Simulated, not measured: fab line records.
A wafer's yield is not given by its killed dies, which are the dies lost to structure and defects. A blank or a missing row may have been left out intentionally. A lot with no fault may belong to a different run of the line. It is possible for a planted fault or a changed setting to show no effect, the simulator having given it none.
fab line records	flow n5Finfet
record: lots: 24	wafers: 72	lastDay: 17
route steps=1938 shown BEOL_M10@1474
lots with no fault: from the same line, run without faults
startH: hours from the record's opening day to when the first of the lot's shown wafers began	waitH: hours from the lot's prior step to this one	" same as the row above	L1.1+2: a single row standing in for several wafers	- no value present, or no start provided	* or withheld: withheld	< > ~ a bound
route shown NAME@n: a module of which the file shows steps, and the number in the route of the first	usual: mean/standard deviation taken from wafers without a fault	same: alike in all rows	chamber/n: place in a boat	sites: per-site readings	_std_site: the standard deviation of these	_edge_site: inner sites' mean taken away from outer sites' mean	radiusMm: for every site, how far away it sits from the centre of the wafer	mask NAME#n: copy n	behind: the most recent tool/chamber to have shaped the wafer	hold: why the lot was held/for how many hours/how that ended	device: which transistor (n, p or np) failed to switch	end of line: the route-end tests of the same wafers	a step given without rows: its recipe and nothing more	killed: at the first sort, the dies lost to defects and structure; wafer yield is something else	map: dies across one wafer; x = killed, . = not, _ = none there
set.NAME: the run value of the setting; set.NAME@STEP: its run value at that earlier step	model.NAME: the simulator's own value behind a step, which no gauge read
route steps across a sampled set of lots; one table per step, one row per wafer
services: the hour from which a tool's chamber was out of use, counted from the record's first day as startH (under 0 if before that day), plus the number of hours and why
== steps ==
step: N5_BEOL_M10_HM_DEP_02
recipe: material: TiN	targetThkA: 200	tempC: 25	chamberPressurePa: 0.49996
usual: throttleValvePct: 29.8/1.1
lot.wafer	tool	chamber	startH	waitH	throttleValvePct
L074.2	pvdSputter-01	-	227.97	0.7	28.9
L074.4	"	-	"	"	31.0
L074.5	"	-	"	"	31.1
L076.2	pvdSputter-01	-	228.07	0.5	27.7
L076.5	"	-	"	"	27.4
L076.6	"	-	"	"	31.8
L075.3	pvdSputter-01	-	232.79	2.9	29.0
L075.5	"	-	"	"	27.8
L075.6	"	-	"	"	29.1
L077.2	pvdSputter-03	-	245.10	0.7	30.5
L077.4	"	-	"	"	30.3
L077.6	"	-	"	"	30.3
L079.2	pvdSputter-01	-	258.31	3.7	29.1
L079.3	"	-	"	"	32.0
L079.4	"	-	"	"	31.1
L078.3	pvdSputter-03	-	258.47	3.7	28.9
L078.4	"	-	"	"	29.2
L078.6	"	-	"	"	29.1
L080.2	pvdSputter-03	-	258.93	1.6	30.3
L080.4	"	-	"	"	29.1
L080.6	"	-	"	"	30.2
L081.1	pvdSputter-02	-	272.09	0.1	31.5
L081.4	"	-	"	"	29.2
L081.6	"	-	"	"	31.3
L083.3	pvdSputter-02	-	282.59	0.8	29.4
L083.4	"	-	"	"	31.3
L083.5	"	-	"	"	28.4
L084.2	pvdSputter-03	-	286.23	0.4	30.3
L084.4	"	-	"	"	29.2
L084.6	"	-	"	"	29.3
L082.2	pvdSputter-02	-	291.02	2.4	31.3
L082.5	"	-	"	"	31.4
L082.6	"	-	"	"	28.5
L085.1	pvdSputter-02	-	294.74	0.6	30.3
L085.2	"	-	"	"	31.4
L085.6	"	-	"	"	30.0
L086.2	pvdSputter-02	-	297.90	0.5	30.1
L086.3	"	-	"	"	31.3
L086.6	"	-	"	"	31.1
L087.1	pvdSputter-01	-	298.79	0.4	32.0
L087.5	"	-	"	"	27.8
L087.6	"	-	"	"	29.2
L089.2	pvdSputter-03	-	305.59	0.8	29.0
L089.4	"	-	"	"	29.2
L089.5	"	-	"	"	30.2
L088.1	pvdSputter-01	-	316.77	1.0	31.0
L088.2	"	-	"	"	31.6
L088.3	"	-	"	"	27.9
L092.2	pvdSputter-02	-	321.06	1.3	28.3
L092.3	"	-	"	"	29.6
L092.4	"	-	"	"	31.4
L090.2	pvdSputter-03	-	321.39	1.3	29.2
L090.3	"	-	"	"	29.2
L090.6	"	-	"	"	30.2
L091.2	pvdSputter-03	-	321.81	1.1	29.2
L091.3	"	-	"	"	29.0
L091.6	"	-	"	"	29.3
L093.1	pvdSputter-02	-	325.06	1.7	30.2
L093.2	"	-	"	"	29.8
L093.5	"	-	"	"	30.0
L094.1	pvdSputter-03	-	342.70	1.2	29.3
L094.5	"	-	"	"	30.3
L094.6	"	-	"	"	30.2
L095.1	pvdSputter-02	-	346.18	1.3	29.5
L095.3	"	-	"	"	28.2
L095.4	"	-	"	"	30.1
L096.1	pvdSputter-03	-	350.37	1.3	29.2
L096.3	"	-	"	"	29.4
L096.4	"	-	"	"	30.4
L097.2	pvdSputter-02	-	358.36	1.3	31.1
L097.4	"	-	"	"	29.3
L097.5	"	-	"	"	29.2
step: N5_BEOL_M10_CD_MEAS_18
recipe: pitchNm: 140	targetCdNm: 70
usual: cdNm: 69.4/0.52
lot.wafer	tool	chamber	startH	waitH	cdNm
L074.2	cdSem-03	-	229.09	0.1	69.4
L074.4	"	-	"	"	69.8
L074.5	"	-	"	"	69.4
L076.2	cdSem-01	-	229.35	0.1	69.4
L076.5	"	-	"	"	69.8
L076.6	"	-	"	"	69.4
L075.3	cdSem-02	-	233.86	0.1	68.9
L075.5	"	-	"	"	68.5
L075.6	"	-	"	"	69.4
L077.2	cdSem-02	-	246.15	0.1	68.9
L077.4	"	-	"	"	68.7
L077.6	"	-	"	"	68.8
L079.2	cdSem-03	-	259.43	0.1	69.5
L079.3	"	-	"	"	68.1
L079.4	"	-	"	"	69.4
L078.3	cdSem-01	-	259.56	0.1	69.6
L078.4	"	-	"	"	69.1
L078.6	"	-	"	"	69.9
L080.2	cdSem-03	-	259.99	0.1	69.4
L080.4	"	-	"	"	69.4
L080.6	"	-	"	"	69.8
L081.1	cdSem-02	-	273.09	0.0	69.7
L081.4	"	-	"	"	69.1
L081.6	"	-	"	"	69.8
L083.3	cdSem-03	-	283.51	0.1	69.6
L083.4	"	-	"	"	68.9
L083.5	"	-	"	"	70.1
L084.2	cdSem-02	-	287.30	0.1	70.4
L084.4	"	-	"	"	70.3
L084.6	"	-	"	"	69.5
L082.2	cdSem-02	-	292.42	0.1	69.5
L082.5	"	-	"	"	69.5
L082.6	"	-	"	"	69.6
L085.1	cdSem-02	-	295.77	0.0	68.8
L085.2	"	-	"	"	69.6
L085.6	"	-	"	"	69.3
L086.2	cdSem-01	-	299.52	0.1	69.3
L086.3	"	-	"	"	68.6
L086.6	"	-	"	"	69.0
L087.1	cdSem-03	-	300.24	0.0	70.2
L087.5	"	-	"	"	69.9
L087.6	"	-	"	"	69.7
L089.2	cdSem-01	-	306.63	0.1	69.7
L089.4	"	-	"	"	69.0
L089.5	"	-	"	"	69.8
L088.1	cdSem-03	-	318.22	0.0	70.3
L088.2	"	-	"	"	68.4
L088.3	"	-	"	"	69.6
L092.2	cdSem-01	-	322.40	0.1	70.0
L092.3	"	-	"	"	69.2
L092.4	"	-	"	"	69.6
L090.2	cdSem-02	-	322.68	0.1	69.4
L090.3	"	-	"	"	69.7
L090.6	"	-	"	"	69.1
L091.2	cdSem-02	-	322.87	0.1	69.8
L091.3	"	-	"	"	69.3
L091.6	"	-	"	"	70.0
L093.1	cdSem-02	-	326.23	0.0	70.1
L093.2	"	-	"	"	68.8
L093.5	"	-	"	"	69.8
L094.1	cdSem-02	-	343.93	0.0	69.2
L094.5	"	-	"	"	69.8
L094.6	"	-	"	"	69.6
L095.1	cdSem-02	-	348.18	0.0	68.6
L095.3	"	-	"	"	68.4
L095.4	"	-	"	"	69.3
L096.1	cdSem-01	-	351.41	0.0	68.8
L096.3	"	-	"	"	69.6
L096.4	"	-	"	"	69.0
L097.2	cdSem-03	-	359.46	0.1	69.5
L097.4	"	-	"	"	69.1
L097.5	"	-	"	"	70.0
step: N5_BEOL_M10_CD_MEAS_28
recipe: targetCdNm: 70	landingEnergyEv: 500	detector: seInlens	polarity: opening
usual: cdNm: 69.2/1.2
lot.wafer	tool	chamber	startH	waitH	cdNm
L074.2	cdSem-01	0	231.93	-	69.8
L074.4	"	0	"	"	70.0
L074.5	"	0	"	"	68.5
L076.2	cdSem-01	0	232.10	-	69.6
L076.5	"	0	"	"	69.9
L076.6	"	0	"	"	69.6
L075.3	cdSem-01	0	235.13	-	69.8
L075.5	"	0	"	"	70.8
L075.6	"	0	"	"	70.4
L077.2	cdSem-01	0	249.64	-	70.5
L077.4	"	0	"	"	69.9
L077.6	"	0	"	"	71.5
L079.2	cdSem-01	0	261.42	-	67.1
L079.3	"	0	"	"	68.7
L079.4	"	0	"	"	68.2
L078.3	cdSem-02	0	261.59	-	70.8
L078.4	"	0	"	"	70.2
L078.6	"	0	"	"	70.7
L080.2	cdSem-01	0	261.76	-	68.9
L080.4	"	0	"	"	70.0
L080.6	"	0	"	"	68.9
L081.1	cdSem-01	0	273.57	-	70.5
L081.4	"	0	"	"	70.4
L081.6	"	0	"	"	71.7
L083.3	cdSem-01	0	283.80	-	67.6
L083.4	"	0	"	"	69.9
L083.5	"	0	"	"	68.8
L084.2	cdSem-03	0	290.61	-	69.1
L084.4	"	0	"	"	66.8
L084.6	"	0	"	"	67.7
L082.2	cdSem-03	0	293.51	-	70.3
L082.5	"	0	"	"	69.7
L082.6	"	0	"	"	70.5
L085.1	cdSem-01	0	296.11	-	69.5
L085.2	"	0	"	"	67.9
L085.6	"	0	"	"	69.0
L086.2	cdSem-01	0	299.81	-	68.6
L086.3	"	0	"	"	69.8
L086.6	"	0	"	"	69.2
L087.1	cdSem-02	0	300.95	-	67.8
L087.5	"	0	"	"	67.8
L087.6	"	0	"	"	67.7
L089.2	cdSem-02	0	308.59	-	68.9
L089.4	"	0	"	"	68.7
L089.5	"	0	"	"	68.3
L088.1	cdSem-01	0	320.63	-	68.1
L088.2	"	0	"	"	67.2
L088.3	"	0	"	"	67.9
L092.2	cdSem-01	0	322.85	-	69.0
L092.3	"	0	"	"	70.4
L092.4	"	0	"	"	68.9
L090.2	cdSem-03	0	324.21	-	69.5
L090.3	"	0	"	"	69.2
L090.6	"	0	"	"	67.5
L091.2	cdSem-01	0	324.41	-	70.7
L091.3	"	0	"	"	68.5
L091.6	"	0	"	"	70.8
L093.1	cdSem-02	0	329.15	-	70.0
L093.2	"	0	"	"	67.7
L093.5	"	0	"	"	69.6
L094.1	cdSem-01	0	345.26	-	69.7
L094.5	"	0	"	"	68.2
L094.6	"	0	"	"	68.9
L095.1	cdSem-01	0	348.59	-	69.8
L095.3	"	0	"	"	68.4
L095.4	"	0	"	"	71.0
L096.1	cdSem-02	0	353.65	-	68.4
L096.3	"	0	"	"	68.4
L096.4	"	0	"	"	66.7
L097.2	cdSem-01	0	362.69	-	68.3
L097.4	"	0	"	"	69.8
L097.5	"	0	"	"	69.3
step: N5_BEOL_M10_STRIP_36
recipe: chemistry: N2/H2	powerW: 450	tempC: 40	pressureMtorr: 20	rfFrequencyHz: 6e+07	overashFraction: 0.3	biasPowerW: 7	h2Frac: 0.5	n2FlowSccm: 200	h2FlowSccm: 200
usual: drypumpMotorCurrentA: 5.7/0.31	n2FlowSccm: 200.1/0.57	oesProductAu: 0.78/0.086	rfVppV: 59.3/1.8	showerheadPlenumPTorr: 2.53/0.064	throttleValvePct: 23.60/0.28
lot.wafer	tool	chamber	startH	waitH	drypumpMotorCurrentA	n2FlowSccm	oesProductAu	rfHoursCounterH	rfVppV	showerheadPlenumPTorr	throttleValvePct
L074.2	rieDiel-01	2	232.29	0.0	5.8	200.5	0.94	7	59.9	2.50	23.76
L074.4	"	0	"	"	5.9	200.1	0.89	34	58.4	2.50	23.71
L074.5	"	2	"	"	5.7	199.9	0.93	-	58.6	2.49	23.79
L076.2	rieDiel-03	1	232.65	0.0	5.7	199.2	0.83	82	59.4	2.57	23.65
L076.5	"	0	"	"	5.9	200.1	0.74	-	58.1	2.62	23.42
L076.6	"	1	"	"	5.7	200.3	0.83	-	61.1	2.57	23.64
L075.3	rieDiel-03	3	235.49	0.0	5.7	200.2	0.79	136	56.4	2.45	23.31
L075.5	"	0	"	"	5.9	201.2	0.72	-	57.3	2.62	23.41
L075.6	"	3	"	"	5.6	200.0	0.77	-	61.2	2.45	23.35
L077.2	rieDiel-01	2	250.26	0.0	5.7	200.4	0.90	13	58.4	2.49	23.79
L077.4	"	1	"	"	5.8	200.0	0.69	229	62.8	2.50	23.20
L077.6	"	0	"	"	5.9	199.8	0.87	-	59.8	2.50	23.75
L079.2	rieDiel-01	0	261.78	0.0	5.9	200.3	0.86	42	59.6	2.50	23.73
L079.3	"	2	"	"	5.8	200.8	0.89	16	60.2	2.49	23.77
L079.4	"	3	"	"	5.6	200.2	0.67	246	61.5	2.50	23.91
L078.3	rieDiel-03	0	262.22	0.0	5.9	199.9	0.74	209	59.7	2.62	23.44
L078.4	"	1	"	"	5.7	200.4	0.81	91	60.8	2.57	23.68
L078.6	"	2	"	"	5.0	200.5	0.73	-	58.0	2.53	23.61
L080.2	rieDiel-01	3	262.64	0.0	5.5	199.4	0.67	246	57.5	2.50	23.93
L080.4	"	2	"	"	5.7	199.7	0.90	17	59.4	2.49	23.77
L080.6	"	0	"	"	5.9	200.1	0.85	-	58.1	2.49	23.75
L081.1	rieDiel-03	2	273.93	0.0	5.0	200.3	0.71	213	58.0	2.53	23.63
L081.4	"	1	"	"	5.6	199.6	0.82	95	62.1	2.56	23.68
L081.6	"	1	"	"	5.7	199.4	0.81	-	57.5	2.56	23.63
L083.3	rieDiel-01	0	284.16	0.0	5.9	201.8	0.86	51	57.5	2.49	23.73
L083.4	"	0	"	"	5.9	201.7	0.88	-	63.6	2.49	23.76
L083.5	"	1	"	"	5.8	200.0	0.69	-	59.0	2.50	23.24
L084.2	rieDiel-05	0	291.09	0.0	5.4	199.7	0.73	226	57.7	2.62	24.36
L084.4	"	3	"	"	6.5	199.7	0.93	-	59.1	2.68	23.30
L084.6	"	0	"	"	5.5	199.6	0.73	-	58.5	2.61	24.40
L082.2	rieDiel-05	1	293.87	0.0	5.6	199.9	0.70	232	61.1	2.58	23.42
L082.5	"	1	"	"	5.7	200.3	0.71	-	59.3	2.58	23.39
L082.6	"	0	"	"	5.4	200.6	0.73	-	59.6	2.61	24.35
L085.1	rieDiel-01	2	296.47	0.0	5.7	199.4	0.89	31	59.1	2.48	23.81
L085.2	"	1	"	"	5.8	200.0	0.66	247	60.9	2.49	23.24
L085.6	"	1	"	"	5.8	200.2	0.68	-	58.1	2.49	23.24
L086.2	rieDiel-01	2	300.94	0.0	5.7	201.2	0.86	34	60.6	2.48	23.82
L086.3	"	0	"	"	5.9	200.1	0.85	60	59.4	2.49	23.73
L086.6	"	1	"	"	5.8	200.6	0.67	-	58.0	2.49	23.25
L087.1	rieDiel-03	3	301.72	0.0	5.7	201.3	0.76	160	59.0	2.44	23.36
L087.5	"	3	"	"	5.7	200.6	0.74	-	58.9	2.44	23.36
L087.6	"	2	"	"	5.0	200.3	0.72	-	61.5	2.52	23.66
L089.2	rieDiel-01	3	309.26	0.0	5.5	200.9	0.97	3	57.2	2.49	23.72
L089.4	"	1	"	"	5.8	198.8	0.66	254	61.1	2.49	23.25
L089.5	"	1	"	"	5.8	199.3	0.68	-	62.5	2.49	23.25
L088.1	rieDiel-03	2	320.99	0.0	5.0	199.0	0.70	230	58.7	2.52	23.67
L088.2	"	0	"	"	5.9	199.7	0.72	231	60.3	2.61	23.45
L088.3	"	3	"	"	5.7	200.5	0.75	167	57.8	2.44	23.34
L092.2	rieDiel-03	2	323.21	0.0	5.0	199.8	0.71	231	58.6	2.52	23.71
L092.3	"	0	"	"	5.9	200.1	0.70	232	56.6	2.61	23.42
L092.4	"	1	"	"	5.7	200.7	0.79	114	61.4	2.56	23.70
L090.2	rieDiel-03	1	324.57	0.0	5.7	200.6	0.79	114	61.6	2.56	23.68
L090.3	"	3	"	"	5.7	200.1	0.76	168	58.7	2.44	23.36
L090.6	"	2	"	"	5.0	200.9	0.70	-	60.1	2.52	23.63
L091.2	rieDiel-01	2	324.77	0.0	5.7	200.9	0.84	46	55.0	2.48	23.82
L091.3	"	0	"	"	5.9	200.0	0.83	72	57.9	2.48	23.78
L091.6	"	3	"	"	5.6	200.6	0.94	-	59.9	2.49	23.76
L093.1	rieDiel-05	2	329.67	0.0	5.2	199.8	0.96	9	57.2	2.62	24.14
L093.2	"	0	"	"	5.4	200.9	0.69	244	60.6	2.61	24.39
L093.5	"	0	"	"	5.4	199.8	0.71	-	59.2	2.61	24.43
L094.1	rieDiel-03	1	345.77	0.0	5.7	199.6	0.78	122	56.7	2.55	23.68
L094.5	"	2	"	"	5.0	199.7	0.71	-	59.3	2.52	23.68
L094.6	"	3	"	"	5.6	200.1	0.76	-	58.7	2.44	23.36
L095.1	rieDiel-03	3	348.95	0.0	5.7	198.8	0.75	177	54.9	2.44	23.37
L095.3	"	1	"	"	5.7	199.8	0.76	124	62.0	2.55	23.69
L095.4	"	0	"	"	5.9	199.4	0.69	242	60.5	2.61	23.45
L096.1	rieDiel-03	3	354.01	0.0	5.7	200.6	0.76	178	61.1	2.43	23.39
L096.3	"	0	"	"	5.9	200.7	0.70	244	62.0	2.60	23.50
L096.4	"	2	"	"	5.0	200.2	0.70	242	60.9	2.52	23.68
L097.2	rieDiel-01	1	363.04	0.0	5.8	199.8	0.96	4	57.9	2.49	23.02
L097.4	"	0	"	"	5.9	199.7	0.80	89	62.0	2.47	23.83
L097.5	"	1	"	"	5.7	199.4	0.96	-	56.7	2.49	23.03
step: N5_BEOL_M10_PRE_CLEAN_45
recipe: gas: H2/He	timeS: 30	tempC: 250
usual: heaterPowerW: 342/33
lot.wafer	tool	chamber	startH	waitH	heaterPowerW
L074.2	pvdSputter-03	-	233.10	0.0	360
L074.4	"	-	"	"	335
L074.5	"	-	"	"	341
L076.2	pvdSputter-01	-	233.59	0.0	334
L076.5	"	-	"	"	328
L076.6	"	-	"	"	267
L075.3	pvdSputter-03	-	236.68	0.0	358
L075.5	"	-	"	"	364
L075.6	"	-	"	"	356
L077.2	pvdSputter-02	-	251.30	0.0	317
L077.4	"	-	"	"	312
L077.6	"	-	"	"	306
L079.2	pvdSputter-03	-	262.63	0.0	367
L079.3	"	-	"	"	328
L079.4	"	-	"	"	358
L078.3	pvdSputter-02	-	263.19	0.0	407
L078.4	"	-	"	"	309
L078.6	"	-	"	"	313
L080.2	pvdSputter-02	-	263.43	0.0	315
L080.4	"	-	"	"	337
L080.6	"	-	"	"	396
L081.1	pvdSputter-02	-	274.95	0.0	316
L081.4	"	-	"	"	399
L081.6	"	-	"	"	311
L083.3	pvdSputter-03	-	285.06	0.0	341
L083.4	"	-	"	"	369
L083.5	"	-	"	"	366
L084.2	pvdSputter-03	-	292.18	0.0	363
L084.4	"	-	"	"	338
L084.6	"	-	"	"	327
L082.2	pvdSputter-03	-	294.84	0.0	320
L082.5	"	-	"	"	360
L082.6	"	-	"	"	360
L085.1	pvdSputter-02	-	297.58	0.0	315
L085.2	"	-	"	"	325
L085.6	"	-	"	"	306
L086.2	pvdSputter-03	-	301.72	0.0	370
L086.3	"	-	"	"	363
L086.6	"	-	"	"	363
L087.1	pvdSputter-02	-	302.93	0.0	316
L087.5	"	-	"	"	397
L087.6	"	-	"	"	323
L089.2	pvdSputter-02	-	310.04	0.0	331
L089.4	"	-	"	"	409
L089.5	"	-	"	"	311
L088.1	pvdSputter-03	-	322.05	0.0	336
L088.2	"	-	"	"	376
L088.3	"	-	"	"	368
L092.2	pvdSputter-03	-	325.10	0.0	329
L092.3	"	-	"	"	372
L092.4	"	-	"	"	328
L091.2	pvdSputter-01	-	325.55	0.0	272
L091.3	"	-	"	"	345
L091.6	"	-	"	"	263
L090.2	pvdSputter-01	-	325.71	0.0	399
L090.3	"	-	"	"	363
L090.6	"	-	"	"	349
L093.1	pvdSputter-01	-	330.55	0.0	353
L093.2	"	-	"	"	392
L093.5	"	-	"	"	387
L094.1	pvdSputter-02	-	347.19	0.0	301
L094.5	"	-	"	"	318
L094.6	"	-	"	"	310
L095.1	pvdSputter-03	-	350.61	0.0	362
L095.3	"	-	"	"	333
L095.4	"	-	"	"	367
L096.1	pvdSputter-02	-	355.16	0.0	322
L096.3	"	-	"	"	403
L096.4	"	-	"	"	329
L097.2	pvdSputter-01	-	364.25	0.0	351
L097.4	"	-	"	"	264
L097.5	"	-	"	"	375
step: N5_BEOL_M10_ANNEAL_51
recipe: tempC: 225	timeS: 90	ambient: N2
usual: annealTempCMax: 226.6/0.47	wafer_temp_C_max: 226.35/0.3
lot.wafer	tool	chamber	startH	waitH	annealTempCMax	wafer_temp_C_max
L074.2	rtpAnneal-01	0	234.62	0.7	226.3	226.27
L074.4	"	0	"	"	227.2	226.34
L074.5	"	0	"	"	226.4	226.43
L076.2	rtpAnneal-02	0	234.98	0.5	226.0	226.32
L076.5	"	0	"	"	226.0	226.26
L076.6	"	0	"	"	225.9	226.18
L075.3	rtpAnneal-01	0	239.47	0.2	226.6	226.17
L075.5	"	0	"	"	226.4	226.33
L075.6	"	0	"	"	226.6	226.35
L077.2	rtpAnneal-02	0	253.68	0.2	225.9	226.06
L077.4	"	0	"	"	226.0	226.19
L077.6	"	0	"	"	226.2	226.21
L079.2	rtpAnneal-01	0	263.54	0.1	227.1	226.47
L079.3	"	0	"	"	226.9	226.39
L079.4	"	0	"	"	226.6	226.47
L078.3	rtpAnneal-01	0	264.40	0.3	227.1	225.94
L078.4	"	0	"	"	227.0	225.85
L078.6	"	0	"	"	227.1	226.25
L080.2	rtpAnneal-01	0	264.62	0.2	226.5	225.91
L080.4	"	0	"	"	227.5	226.55
L080.6	"	0	"	"	226.8	226.54
L081.1	rtpAnneal-02	0	275.90	0.2	226.3	226.36
L081.4	"	0	"	"	226.3	226.43
L081.6	"	0	"	"	226.2	225.86
L083.3	rtpAnneal-01	0	287.75	1.5	227.1	226.60
L083.4	"	0	"	"	226.7	226.39
L083.5	"	0	"	"	227.2	225.97
L084.2	rtpAnneal-02	0	294.14	0.1	226.1	226.13
L084.4	"	0	"	"	226.1	226.70
L084.6	"	0	"	"	225.8	226.21
L082.2	rtpAnneal-01	0	295.74	0.1	227.3	226.47
L082.5	"	0	"	"	226.9	226.26
L082.6	"	0	"	"	226.7	225.89
L085.1	rtpAnneal-01	0	298.59	0.1	226.4	226.40
L085.2	"	0	"	"	226.5	226.07
L085.6	"	0	"	"	226.8	226.26
L086.2	rtpAnneal-01	0	302.74	0.1	226.8	226.36
L086.3	"	0	"	"	226.6	226.08
L086.6	"	0	"	"	226.2	226.19
L087.1	rtpAnneal-01	0	304.72	0.9	227.0	226.51
L087.5	"	0	"	"	227.2	226.11
L087.6	"	0	"	"	226.8	226.78
L089.2	rtpAnneal-02	0	312.13	1.1	225.4	226.09
L089.4	"	0	"	"	225.4	226.25
L089.5	"	0	"	"	225.4	226.38
L088.1	rtpAnneal-01	0	323.13	0.3	226.4	226.20
L088.2	"	0	"	"	227.0	225.78
L088.3	"	0	"	"	226.7	226.69
L092.2	rtpAnneal-01	0	326.01	0.2	227.0	226.37
L092.3	"	0	"	"	227.3	226.04
L092.4	"	0	"	"	227.1	226.61
L091.2	rtpAnneal-01	0	326.82	0.4	226.6	226.37
L091.3	"	0	"	"	226.4	226.68
L091.6	"	0	"	"	227.0	226.56
L090.2	rtpAnneal-01	0	327.38	0.3	226.8	226.41
L090.3	"	0	"	"	226.8	226.68
L090.6	"	0	"	"	227.1	226.94
L093.1	rtpAnneal-01	0	332.24	0.4	226.8	226.69
L093.2	"	0	"	"	227.4	226.04
L093.5	"	0	"	"	227.5	226.09
L094.1	rtpAnneal-02	0	348.21	0.2	226.1	226.04
L094.5	"	0	"	"	226.5	226.13
L094.6	"	0	"	"	226.0	226.28
L095.1	rtpAnneal-01	0	351.50	0.1	226.7	226.15
L095.3	"	0	"	"	226.5	226.47
L095.4	"	0	"	"	227.0	226.49
L096.1	rtpAnneal-01	0	356.33	0.1	226.4	226.82
L096.3	"	0	"	"	226.8	226.35
L096.4	"	0	"	"	226.9	226.51
L097.2	rtpAnneal-01	0	365.59	0.3	226.4	226.76
L097.4	"	0	"	"	226.8	226.80
L097.5	"	0	"	"	227.2	226.90
== services ==
tool	chamber	startH	hours	kind
rieDiel-01	0	243.88	4.7	repair
rieDiel-01	-	251.62	1.0	repair
rtpAnneal-02	-	255.69	0.6	pm
rieDiel-01	3	271.09	-	clean
rieDiel-01	3	271.09	-	consumableReplace:focusRing
rieDiel-01	3	271.09	30.4	scheduledDown
rieDiel-01	3	271.09	30.4	ventCycle
rtpAnneal-01	-	281.29	5.8	pm
rieDiel-05	2	283.91	-	clean
rieDiel-05	2	283.91	-	consumableReplace:focusRing
rieDiel-05	2	283.91	21.9	scheduledDown
rieDiel-05	2	283.91	21.9	ventCycle
rieDiel-03	-	296.94	2.7	repair
rieDiel-03	-	300.72	0.3	repair
rieDiel-01	1	309.69	18.4	repair
rieDiel-05	1	326.19	19.6	repair
rieDiel-05	0	349.32	-	clean
rieDiel-05	0	349.32	-	consumableReplace:focusRing
rieDiel-05	0	349.32	15.9	scheduledDown
rieDiel-05	0	349.32	15.9	ventCycle
rieDiel-05	1	362.00	2.8	repair
rieDiel-05	1	365.48	-	clean
rieDiel-05	1	365.48	-	consumableReplace:esc
rieDiel-05	1	365.48	-	consumableReplace:focusRing
== key ==
fault none
